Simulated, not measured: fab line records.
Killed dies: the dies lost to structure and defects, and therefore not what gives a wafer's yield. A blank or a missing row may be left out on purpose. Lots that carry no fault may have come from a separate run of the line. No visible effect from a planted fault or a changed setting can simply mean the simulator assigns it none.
fab line records / flow n5Finfet
[record] lots = 3 wafers = 9 lastDay = 18
route steps=1938 shown BEOL_M2@919 BEOL_M3@931 BEOL_M4@1111 PASSIVATION@1936
lots that met no fault: taken from a fault-free run of the same line
startH: hours from the record's opening day to when the first of the lot's shown wafers began / waitH: hours elapsed since this lot's preceding step / " unchanged from the row above / L1.1+2: one row covering several wafers at once / - no value present, or no start provided / * or withheld: withheld / < > ~ a bound
route shown NAME@n: names a module that has steps shown in the file, with the first one's number in the route / usual: average and standard deviation across the fault-free wafers / same: alike in all rows / chamber/n: place in a boat / sites: readings site by site / _std_site: standard deviation across them / _edge_site: mean of outer sites minus mean of inner sites / radiusMm: how far each site lies from the wafer's centre / mask NAME#n: copy n / behind: tool/chamber where the wafer was last shaped / hold: why the lot was held/for how many hours/how that ended / device: whichever transistor did not switch (one of n, p or np) / end of line: tests run on the same wafers once the route is complete / a step with no rows: only its recipe / killed: dies lost to structure and defects at the first sort, not the wafer's yield / map: per-die view of a wafer (x killed, . not killed, _ where there is no die)
set.NAME: the setting the step ran with; set.NAME@STEP: the setting that earlier step ran with / model.NAME: the simulator's own value behind a step, which no gauge read
lots at some steps of the route; a table a step, a row a wafer
services: the hour from which a tool's chamber was out of use, counted from the record's first day as startH (under 0 if before that day), plus the number of hours and why
[[steps]]
[step N5_BEOL_M2_ANNEAL_95]
[recipe] tempC = 400 timeS = 240 ambient = vacuum
[step N5_BEOL_M2_SPUTTER_96]
[recipe] material = Cu targetThkA = 45 tempC = -20 chamberPressurePa = 0.07 powerW = withheld timeS = 8.29
[step N5_BEOL_M2_ECD_50]
[recipe] material = Cu targetThkA = 3000
[step N5_BEOL_M2_ANNEAL_51]
[recipe] tempC = 225 timeS = 90 ambient = N2
[step N5_BEOL_M2_CMP_52]
[recipe] stopOn = SiOC tOverpolishS = 6.8 downForcePsi = 1 platenRpm = 50 clearingPlatenDownForcePsi = 1.5 clearingPlatenRpm = 50 postCmpClean = cuAlkaline targetThkNm = 40 clearingPlatenPadVelocityMS = 0.99484 padVelocityMS = 0.99484
[step N5_BEOL_M2_PRE_CLEAN_60]
[recipe] gas = NH3/H2 timeS = 15 tempC = * rfPowerW = 300
[step N5_BEOL_M2_CO_CAP_55]
[recipe] material = Co targetThkA = 20 tempC = 200 precursor = CCTBA/H2 pressureTorr = 30 timeS = 102.1
[step N5_BEOL_M2_PRE_CLEAN_56]
[recipe] gas = NH3 timeS = 15 tempC = withheld rfPowerW = 300
[step N5_BEOL_M2_DEP_57]
[recipe] material = SiCN targetThkA = 80 tempC = withheld precursor = 3MS/NH3 pressureTorr = 3 rfW = 202 timeS = 14
[step N5_BEOL_M3_ILD_DEP_00]
[recipe] material = SiOC targetThkA = 790 tempC = 350 precursor = DEMS/O2 pressureTorr = 5 rfW = 500 timeS = 15.3
[usual] heaterPowerW = 480/66 showerheadPlenumPTorr = 5.697/0.015 throttleValvePct = 11.9/0.78
lot.wafer=L684.2 tool=pecvd-01 chamber=1 startH=163.40 waitH=0.0 heaterPowerW=408 showerheadPlenumPTorr=5.694 throttleValvePct=12.6 model.SiOC_of_BEOL_M3_ILD_DEP_00.thkNm=78.2
lot.wafer=L684.4 tool=pecvd-01 chamber=0 startH=163.40 waitH=0.0 heaterPowerW=588 showerheadPlenumPTorr=5.697 throttleValvePct=11.3 model.SiOC_of_BEOL_M3_ILD_DEP_00.thkNm=81.8
lot.wafer=L684.5 tool=pecvd-01 chamber=2 startH=163.40 waitH=0.0 heaterPowerW=381 showerheadPlenumPTorr=5.712 throttleValvePct=12.3 model.SiOC_of_BEOL_M3_ILD_DEP_00.thkNm=79.2
lot.wafer=L692.2 tool=pecvd-01 chamber=1 startH=204.26 waitH=0.0 heaterPowerW=492 showerheadPlenumPTorr=5.672 throttleValvePct=12.9 model.SiOC_of_BEOL_M3_ILD_DEP_00.thkNm=120.4
lot.wafer=L692.5 tool=pecvd-01 chamber=0 startH=204.26 waitH=0.0 heaterPowerW=600 showerheadPlenumPTorr=5.688 throttleValvePct=11.3 model.SiOC_of_BEOL_M3_ILD_DEP_00.thkNm=123.8
lot.wafer=L692.6 tool=pecvd-01 chamber=1 startH=204.26 waitH=0.0 heaterPowerW=504 showerheadPlenumPTorr=5.683 throttleValvePct=12.7 model.SiOC_of_BEOL_M3_ILD_DEP_00.thkNm=78.4
lot.wafer=L704.4 tool=pecvd-04 chamber=0 startH=293.22 waitH=0.1 heaterPowerW=511 showerheadPlenumPTorr=5.689 throttleValvePct=11.2 model.SiOC_of_BEOL_M3_ILD_DEP_00.thkNm=78.6
lot.wafer=L704.5 tool=pecvd-04 chamber=2 startH=293.22 waitH=0.1 heaterPowerW=453 showerheadPlenumPTorr=5.692 throttleValvePct=11.2 model.SiOC_of_BEOL_M3_ILD_DEP_00.thkNm=78.2
lot.wafer=L704.6 tool=pecvd-04 chamber=1 startH=293.22 waitH=0.1 heaterPowerW=475 showerheadPlenumPTorr=5.711 throttleValvePct=11.5 model.SiOC_of_BEOL_M3_ILD_DEP_00.thkNm=80.2
[step N5_BEOL_M3_THK_MEAS_01]
[recipe] reads = SiOC_of_BEOL_M3_ILD_DEP_00
[usual] M3_ILD_THK = 78.9/1.2
lot.wafer=L684.2 tool=filmMetro-02 chamber=- startH=163.46 waitH=0.1 M3_ILD_THK[nm]=78.2
lot.wafer=L684.4 tool=filmMetro-02 chamber=- startH=163.46 waitH=0.1 M3_ILD_THK[nm]=81.8
lot.wafer=L684.5 tool=filmMetro-02 chamber=- startH=163.46 waitH=0.1 M3_ILD_THK[nm]=79.2
lot.wafer=L692.2 tool=filmMetro-02 chamber=- startH=204.34 waitH=0.1 M3_ILD_THK[nm]=120.4
lot.wafer=L692.5 tool=filmMetro-02 chamber=- startH=204.34 waitH=0.1 M3_ILD_THK[nm]=123.8
lot.wafer=L692.6 tool=filmMetro-02 chamber=- startH=204.34 waitH=0.1 M3_ILD_THK[nm]=78.5
lot.wafer=L704.4 tool=filmMetro-01 chamber=- startH=293.28 waitH=0.0 M3_ILD_THK[nm]=78.6
lot.wafer=L704.5 tool=filmMetro-01 chamber=- startH=293.28 waitH=0.0 M3_ILD_THK[nm]=78.2
lot.wafer=L704.6 tool=filmMetro-01 chamber=- startH=293.28 waitH=0.0 M3_ILD_THK[nm]=80.3
[step N5_BEOL_M3_PECVD_72]
[recipe] material = SiO2 targetThkA = 160 tempC = 400 precursor = TEOS/O2 pressureTorr = 5.5 rfW = 450 teosFlowSccm = 53.8 gas = O2 flowSccm = 3000 timeS = 18
[step N5_BEOL_M3_HM_DEP_02]
[recipe] material = TiN targetThkA = 200 tempC = 25 chamberPressurePa = 0.49996
[step N5_BEOL_M3_COAT_61]
[recipe] resist = SOC tempC = 250 timeS = 60 spinRpm = 1500 resistThkNm = 60
[step N5_BEOL_M3_COAT_62]
[recipe] resist = SiARC tempC = 220 timeS = 60 spinRpm = 1500 resistThkNm = 12
[step N5_BEOL_M3_COAT_73]
[recipe] resist = underlayer tempC = 205 timeS = 60 spinRpm = 1500 resistThkNm = 5
[step N5_BEOL_M3_COAT_05]
[recipe] resist = CAR-EUV spinRpm = 1500 resistThkNm = 30
[step N5_BEOL_M3_EBR_07]
[recipe] solvent = PGMEA ebrWidthMm = 1.5
[step N5_BEOL_M3_SOFTBAKE_06]
[recipe] tempC = 110 timeS = 60 resist = CAR-EUV
[step N5_BEOL_M3_EXPOSE_08]
[recipe] maskId = M3 na = 0.33 sourceShape = dipole sigmaInner = 0.369 sigmaOuter = 0.767 polarization = unpolarized doseMj = 33
[step N5_BEOL_M3_PEB_09]
[recipe] pebTempC = 100 pebTimeS = 60 resist = CAR-EUV
[step N5_BEOL_M3_DEVELOP_10]
[recipe] developTimeS = 30 developer = TMAH resist = CAR-EUV rinseLiquid = surfactantRinse dry = airSpin devTempC = 23
[step N5_BEOL_M3_DESCUM_16]
[recipe] chemistry = O2 timeS = 7 sourcePowerW = 50 biasPowerW = 20 pressureMtorr = 20 rfFrequencyHz = 2.712e+07 tempC = 40 resist = CAR-EUV o2FlowSccm = 225
[step N5_BEOL_M3_ETCH_74]
[recipe] chemistry = N2/H2 target = underlayer targetDepthA = 65 maskMaterial = CAR-EUV timeS = 5.2 ionEnergyEv = 200 pressureMtorr = 30 sourceW = 840 biasW = 150 n2FlowSccm = 200 h2FlowSccm = 200 ends = cleared
[step N5_BEOL_M3_ETCH_63]
[recipe] chemistry = CF4 target = SiARC targetDepthA = 156 maskMaterial = CAR-EUV timeS = 26 ionEnergyEv = 80 pressureMtorr = 40 sourceW = 545 biasW = 36 Ar_flow_sccm = 100 cf4FlowSccm = 100 ends = cleared
[step N5_BEOL_M3_ETCH_64]
[recipe] chemistry = N2/H2 target = SOC targetDepthA = 750 overetchA = 150 maskMaterial = SiARC tempC = 40 timeS = 112.5 ionEnergyEv = 200 pressureMtorr = 30 sourceW = 840 biasW = 150 n2FlowSccm = 200 h2FlowSccm = 200
[step N5_BEOL_M3_STRIP_65]
[recipe] chemistry = N2/H2 tempC = 40 n2FlowSccm = 200 h2FlowSccm = 200 rfFrequencyHz = 6e+07
[step N5_BEOL_M3_STRIP_75]
[recipe] chemistry = N2/H2 tempC = 40 n2FlowSccm = 200 h2FlowSccm = 200 rfFrequencyHz = 6e+07
[step N5_BEOL_M3_STRIP_66]
[recipe] chemistry = CF4 resist = SiARC powerW = 300 biasPowerW = 75 pressureMtorr = 50 cf4FlowSccm = 150 rfFrequencyHz = 6e+07
[step N5_BEOL_M3_HM_OPEN_17]
[recipe] chemistry = Cl2/BCl3 targetDepthA = 200 overetchA = 60 target = TiN maskMaterial = SOC ionEnergyEv = 150 pressureMtorr = 10 icpW = 1000 biasW = 126 Cl2_flow_sccm = 53.25 bcl3FlowSccm = 21.75 Ar_flow_sccm = 25
[step N5_BEOL_M3_STRIP_19]
[recipe] chemistry = O2 powerW = 400 tempC = 40 pressureMtorr = 30 rfFrequencyHz = 6e+07 biasPowerW = 0 overashFraction = 0.2 o2FlowSccm = 225
[step N5_BEOL_M3_COAT_67]
[recipe] resist = SOC tempC = 250 timeS = 60 spinRpm = 1500 resistThkNm = 60
[step N5_BEOL_M3_COAT_68]
[recipe] resist = SiARC tempC = 220 timeS = 60 spinRpm = 1500 resistThkNm = 12
[step N5_BEOL_M3_COAT_76]
[recipe] resist = underlayer tempC = 205 timeS = 60 spinRpm = 1500 resistThkNm = 5
[step N5_BEOL_M3_COAT_22]
[recipe] resist = CAR-EUV spinRpm = 1500 resistThkNm = 30
[step N5_BEOL_M3_CMP_52]
[recipe] stopOn = SiOC tOverpolishS = 6.8 downForcePsi = 1 platenRpm = 50 clearingPlatenDownForcePsi = 1.5 clearingPlatenRpm = 50 postCmpClean = cuAlkaline targetThkNm = 40 clearingPlatenPadVelocityMS = 0.99484 padVelocityMS = 0.99484
[usual] motorCurrentA = 6.2/0.52 platenRpm = 50.00/0.035
lot.wafer=L684.4 tool=cmp-04 chamber=3 startH=172.67 waitH=0.1 motorCurrentA=5.6 platenRpm=50.07 model.SiOC_of_BEOL_M3_ILD_DEP_00.thkNm=78.8 model.Cu_of_BEOL_M3_ECD_50.thkNm=43.6
lot.wafer=L684.2 tool=cmp-04 chamber=1 startH=172.67 waitH=0.1 motorCurrentA=6.7 platenRpm=50.00 model.SiOC_of_BEOL_M3_ILD_DEP_00.thkNm=75.2 model.Cu_of_BEOL_M3_ECD_50.thkNm=39.6
lot.wafer=L684.5 tool=cmp-04 chamber=3 startH=172.67 waitH=0.1 motorCurrentA=5.9 platenRpm=50.00 model.SiOC_of_BEOL_M3_ILD_DEP_00.thkNm=76.2 model.Cu_of_BEOL_M3_ECD_50.thkNm=38.2
lot.wafer=L692.2 tool=cmp-01 chamber=0 startH=221.49 waitH=0.4 motorCurrentA=5.5 platenRpm=50.04 model.SiOC_of_BEOL_M3_ILD_DEP_00.thkNm=117.4 model.Cu_of_BEOL_M3_ECD_50.thkNm=81
lot.wafer=L692.6 tool=cmp-01 chamber=1 startH=221.49 waitH=0.4 motorCurrentA=7.1 platenRpm=49.95 model.SiOC_of_BEOL_M3_ILD_DEP_00.thkNm=75.4 model.Cu_of_BEOL_M3_ECD_50.thkNm=39.4
lot.wafer=L692.5 tool=cmp-01 chamber=2 startH=221.49 waitH=0.4 motorCurrentA=6.4 platenRpm=50.05 model.SiOC_of_BEOL_M3_ILD_DEP_00.thkNm=120.8 model.Cu_of_BEOL_M3_ECD_50.thkNm=84.8
lot.wafer=L704.4 tool=cmp-04 chamber=2 startH=308.05 waitH=0.1 motorCurrentA=6.6 platenRpm=49.97 model.SiOC_of_BEOL_M3_ILD_DEP_00.thkNm=75.6 model.Cu_of_BEOL_M3_ECD_50.thkNm=40.6
lot.wafer=L704.6 tool=cmp-04 chamber=2 startH=308.05 waitH=0.1 motorCurrentA=6.5 platenRpm=49.99 model.SiOC_of_BEOL_M3_ILD_DEP_00.thkNm=77.2 model.Cu_of_BEOL_M3_ECD_50.thkNm=42.8
lot.wafer=L704.5 tool=cmp-04 chamber=3 startH=308.05 waitH=0.1 motorCurrentA=6.0 platenRpm=50.02 model.SiOC_of_BEOL_M3_ILD_DEP_00.thkNm=75.2 model.Cu_of_BEOL_M3_ECD_50.thkNm=36.4
[step N5_BEOL_M4_RC_MEAS_101]
[usual] DIBL_N = 35.4/2.1 DIBL_P = 34.8/2.6 IOFF_N = 0.15/0.037 IOFF_P = 0.19/0.037 ION_N = 677/16 ION_P = 462/9.3 SS_N = 71.4/0.75 SS_P = 72.9/0.77 VT_N = 250/3.7 VT_P = -251/3.5
lot.wafer=L684.2 tool=prober-01 chamber=0 startH=198.12 waitH=0.2 DIBL_N[mV/V]=36.1 DIBL_P[mV/V]=34.5 IOFF_N[nA/um]=0.15 IOFF_P[nA/um]=0.15 ION_N[uA/um]=680 ION_P[uA/um]=452 SS_N[mV/dec]=72.3 SS_P[mV/dec]=72.6 VT_N[mV]=248 VT_P[mV]=-255
lot.wafer=L684.4 tool=prober-01 chamber=0 startH=198.12 waitH=0.2 DIBL_N[mV/V]=35.3 DIBL_P[mV/V]=34.0 IOFF_N[nA/um]=0.13 IOFF_P[nA/um]=0.15 ION_N[uA/um]=668 ION_P[uA/um]=451 SS_N[mV/dec]=71.5 SS_P[mV/dec]=72.6 VT_N[mV]=251 VT_P[mV]=-257
lot.wafer=L684.5 tool=prober-01 chamber=0 startH=198.12 waitH=0.2 DIBL_N[mV/V]=36.5 DIBL_P[mV/V]=35.2 IOFF_N[nA/um]=0.15 IOFF_P[nA/um]=0.17 ION_N[uA/um]=685 ION_P[uA/um]=459 SS_N[mV/dec]=71.9 SS_P[mV/dec]=73.0 VT_N[mV]=249 VT_P[mV]=-250
lot.wafer=L692.6 tool=prober-01 chamber=0 startH=232.11 waitH=1.5 DIBL_N[mV/V]=36.7 DIBL_P[mV/V]=34.1 IOFF_N[nA/um]=0.15 IOFF_P[nA/um]=0.20 ION_N[uA/um]=675 ION_P[uA/um]=460 SS_N[mV/dec]=71.2 SS_P[mV/dec]=72.7 VT_N[mV]=247 VT_P[mV]=-251
lot.wafer=L704.4 tool=prober-01 chamber=0 startH=327.77 waitH=0.5 DIBL_N[mV/V]=34.0 DIBL_P[mV/V]=33.9 IOFF_N[nA/um]=0.13 IOFF_P[nA/um]=0.20 ION_N[uA/um]=675 ION_P[uA/um]=474 SS_N[mV/dec]=70.4 SS_P[mV/dec]=71.8 VT_N[mV]=249 VT_P[mV]=-246
lot.wafer=L704.5 tool=prober-01 chamber=0 startH=327.77 waitH=0.5 DIBL_N[mV/V]=33.2 DIBL_P[mV/V]=32.4 IOFF_N[nA/um]=0.12 IOFF_P[nA/um]=0.19 ION_N[uA/um]=665 ION_P[uA/um]=467 SS_N[mV/dec]=70.2 SS_P[mV/dec]=71.5 VT_N[mV]=251 VT_P[mV]=-248
lot.wafer=L704.6 tool=prober-01 chamber=0 startH=327.77 waitH=0.5 DIBL_N[mV/V]=35.3 DIBL_P[mV/V]=34.1 IOFF_N[nA/um]=0.14 IOFF_P[nA/um]=0.19 ION_N[uA/um]=678 ION_P[uA/um]=465 SS_N[mV/dec]=72.1 SS_P[mV/dec]=72.5 VT_N[mV]=252 VT_P[mV]=-249
[step N5_PASSIVATION_PROBE_49]
[usual] defectLimitedYield = 90.5/1.7 killed_at_M0_to_M3 = 37/12 killed_at_M4_up = 14/5.2 killedAtContacts = 12/5.9 killedAtFrontEnd = 45/14 killedAtOther = 3.5/2.8 killedDies = 112/21 killedOnRim = 15/4.5 killedOpen = 73/15 killedShort = 36/8.9 sort_bin_5_function = 5.6/1.2 sort_bin_6_memory = 3.5/0.68 sortNPass = 1068/21 sortYieldPct = 90.5/1.8
[same] grossDies = 1180 killedAtBackSide = 0 sort_bin_4_leakage[%] = 0 sort_bin_8_speed[%] = 0
lot.wafer=L692.2 tool=prober-01 chamber=- startH=343.05 waitH=0.1 defectLimitedYield[%]=0 killed_at_M0_to_M3=1094 killed_at_M4_up=3 killedAtContacts=17 killedAtFrontEnd=58 killedAtOther=8 killedDies=1180 killedOnRim=152 killedOpen=91 killedShort=48 sort_bin_5_function[%]=95.8 sort_bin_6_memory[%]=3.7 sortNPass=0 sortYieldPct[%]=0
lot.wafer=L692.5 tool=prober-01 chamber=- startH=343.20 waitH=0.2 defectLimitedYield[%]=0 killed_at_M0_to_M3=1080 killed_at_M4_up=14 killedAtContacts=24 killedAtFrontEnd=61 killedAtOther=1 killedDies=1180 killedOnRim=152 killedOpen=97 killedShort=35 sort_bin_5_function[%]=96.4 sort_bin_6_memory[%]=3.3 sortNPass=0 sortYieldPct[%]=0
// killed by level:class
L692.2 BEOL_M3:areaDep=1041 BEOL_M0_SAQP:geometricParticle:short=17 DUMMY_GATE:geometricParticle:open=14 MOL_CONTACT_COAG:geometricParticle:open=13 BEOL_M0_SAQP:geometricParticle:open=10 BEOL_M1:geometricParticle:open=9 STI_FIN_REVEAL:geometricParticle:open=8 GATE_CUT:geometricParticle:open=8
L692.5 BEOL_M3:areaDep=1045 MOL_CONTACT_COAG:geometricParticle:open=21 STI_FIN_REVEAL:geometricParticle:open=20 BEOL_M2:geometricParticle:open=13 BEOL_M3:geometricParticle:open=8 FIN_SAQP:geometricParticle:open=7 BEOL_M0_SAQP:geometricParticle:open=7 STI_FIN_REVEAL:geometricParticle:short=6
// map L692.2 (x killed, . not)
_________________xxxxxxxxxxxx________________
______________xxxxxxxxxxxxxxxxxx_____________
___________xxxxxxxxxxxxxxxxxxxxxxxx__________
__________xxxxxxxxxxxxxxxxxxxxxxxxxx_________
________xxxxxxxxxxxxxxxxxxxxxxxxxxxxxx_______
_______xxxxxxxxxxxxxxxxxxxxxxxxxxxxxxxx______
______xxxxxxxxxxxxxxxxxxxxxxxxxxxxxxxxxx_____
_____xxxxxxxxxxxxxxxxxxxxxxxxxxxxxxxxxxxx____
____xxxxxxxxxxxxxxxxxxxxxxxxxxxxxxxxxxxxxx___
___xxxxxxxxxxxxxxxxxxxxxxxxxxxxxxxxxxxxxxxx__
___xxxxxxxxxxxxxxxxxxxxxxxxxxxxxxxxxxxxxxxx__
__xxxxxxxxxxxxxxxxxxxxxxxxxxxxxxxxxxxxxxxxxx_
__xxxxxxxxxxxxxxxxxxxxxxxxxxxxxxxxxxxxxxxxxx_
_xxxxxxxxxxxxxxxxxxxxxxxxxxxxxxxxxxxxxxxxxxxx
_xxxxxxxxxxxxxxxxxxxxxxxxxxxxxxxxxxxxxxxxxxxx
_xxxxxxxxxxxxxxxxxxxxxxxxxxxxxxxxxxxxxxxxxxxx
_xxxxxxxxxxxxxxxxxxxxxxxxxxxxxxxxxxxxxxxxxxxx
_xxxxxxxxxxxxxxxxxxxxxxxxxxxxxxxxxxxxxxxxxxxx
_xxxxxxxxxxxxxxxxxxxxxxxxxxxxxxxxxxxxxxxxxxxx
_xxxxxxxxxxxxxxxxxxxxxxxxxxxxxxxxxxxxxxxxxxxx
_xxxxxxxxxxxxxxxxxxxxxxxxxxxxxxxxxxxxxxxxxxxx
__xxxxxxxxxxxxxxxxxxxxxxxxxxxxxxxxxxxxxxxxxx_
__xxxxxxxxxxxxxxxxxxxxxxxxxxxxxxxxxxxxxxxxxx_
___xxxxxxxxxxxxxxxxxxxxxxxxxxxxxxxxxxxxxxxx__
___xxxxxxxxxxxxxxxxxxxxxxxxxxxxxxxxxxxxxxxx__
____xxxxxxxxxxxxxxxxxxxxxxxxxxxxxxxxxxxxxx___
_____xxxxxxxxxxxxxxxxxxxxxxxxxxxxxxxxxxxx____
______xxxxxxxxxxxxxxxxxxxxxxxxxxxxxxxxxx_____
_______xxxxxxxxxxxxxxxxxxxxxxxxxxxxxxxx______
________xxxxxxxxxxxxxxxxxxxxxxxxxxxxxx_______
__________xxxxxxxxxxxxxxxxxxxxxxxxxx_________
___________xxxxxxxxxxxxxxxxxxxxxxxx__________
______________xxxxxxxxxxxxxxxxxx_____________
_________________xxxxxxxxxxxx________________
// map L684.4 (x killed, . not)
_________________............________________
______________...............x.._____________
___________........x.............x.__________
__________x.......................xx_________
________..xx.....x...x..........x....._______
_______....x...x.............x.........______
______.................xx.x...x........._____
_____..........x.x.....x.x........x.x....____
____.........xxx..........x.....x....x....___
___xx......x...........x..............x....__
___..........x.......x........x..........x.__
__.....x.x................xx.........x......_
__................................x....x...x_
_.......x................x...................
_.....x.x...x..x........x.......x...x........
_x........x........x.................x.......
_.....x...................xx.................
_..............................x.............
_.........x.x................x.....x........x
_...x....................x............x......
_....x................................x......
__........x..........x......x..............._
__...............................x....xx...._
___.....................xx.....x.x.........__
___.x....x.................................__
____...........xx..........x............x.___
_____...x..................x.............____
______.....x...x...x...................._____
_______..............x...........x.....______
________..x...........x............x.._______
__________.........................x_________
___________x..x..................x.__________
______________..x..............._____________
_________________.........x..________________
[[services]]
tool=cmp-01 chamber=- startH=152.89 hours=1.3 kind=repair
tool=cmp-04 chamber=- startH=157.62 hours=7.9 kind=pm
tool=pecvd-04 chamber=2 startH=163.33 hours=2.1 kind=scheduledDown
tool=pecvd-04 chamber=1 startH=170.87 hours=13.4 kind=repair
tool=pecvd-04 chamber=1 startH=188.62 hours=2.1 kind=scheduledDown
tool=pecvd-01 chamber=2 startH=202.38 hours=- kind=clean
tool=pecvd-01 chamber=2 startH=202.38 hours=- kind=consumableReplace:showerhead
tool=pecvd-01 chamber=2 startH=202.38 hours=29.0 kind=scheduledDown
tool=pecvd-01 chamber=2 startH=202.38 hours=29.0 kind=ventCycle
tool=pecvd-01 chamber=1 startH=234.87 hours=10.4 kind=repair
tool=cmp-04 chamber=- startH=242.38 hours=4.0 kind=pm
tool=cmp-04 chamber=- startH=246.38 hours=- kind=consumableReplace:conditioner
tool=cmp-04 chamber=- startH=246.38 hours=- kind=consumableReplace:pad
tool=pecvd-04 chamber=- startH=255.35 hours=2.8 kind=pm
tool=pecvd-01 chamber=1 startH=262.38 hours=5.5 kind=scheduledDown
tool=cmp-04 chamber=- startH=285.10 hours=1.0 kind=repair
tool=cmp-01 chamber=- startH=292.93 hours=4.0 kind=pm
tool=cmp-01 chamber=- startH=296.93 hours=- kind=consumableReplace:conditioner
tool=cmp-01 chamber=- startH=296.93 hours=- kind=consumableReplace:pad
tool=cmp-01 chamber=- startH=308.10 hours=1.2 kind=repair
[[key]]
[firstSign] step = N5_BEOL_M3_THK_MEAS_01 reading = M3_ILD_THK direction = up sigmas = 36 usual = 78.9 struck = 122.1
[effect] step = N5_PASSIVATION_PROBE_49 reading = killed_at_M0_to_M3 direction = up sigmas = 86 usual = 37 struck = 1087
[modelEffect] step = N5_BEOL_M3_ILD_DEP_00 value = SiOC_of_BEOL_M3_ILD_DEP_00.thkNm without = 78.6 struck = 122.1
[modelEffect] step = N5_BEOL_M3_CMP_52 value = SiOC_of_BEOL_M3_ILD_DEP_00.thkNm without = 75.6 struck = 119.1
[moreKillsBornAt] N5_BEOL_M3_ILD_DEP_00@pecvd-01 = 2086
metAt N5_BEOL_M3_ILD_DEP_00
struckWafers L692.2,L692.5
laterRowsLeftOut L692.2,L692.5
onsetBetween 163.40 204.26
[fault] kind = processParameterDrift tool = pecvd-01 chamber = - onsetH = 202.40 steps = N5_BEOL_M3_ILD_DEP_00 channel = timeS offset = * shape = step endH = 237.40 scope = struckWafersOnly actsIn = * stated = *
// laterRowsLeftOut: the simulator's readings of these wafers behind a module that went badly wrong aren't trusted and aren't shown, but for the sort
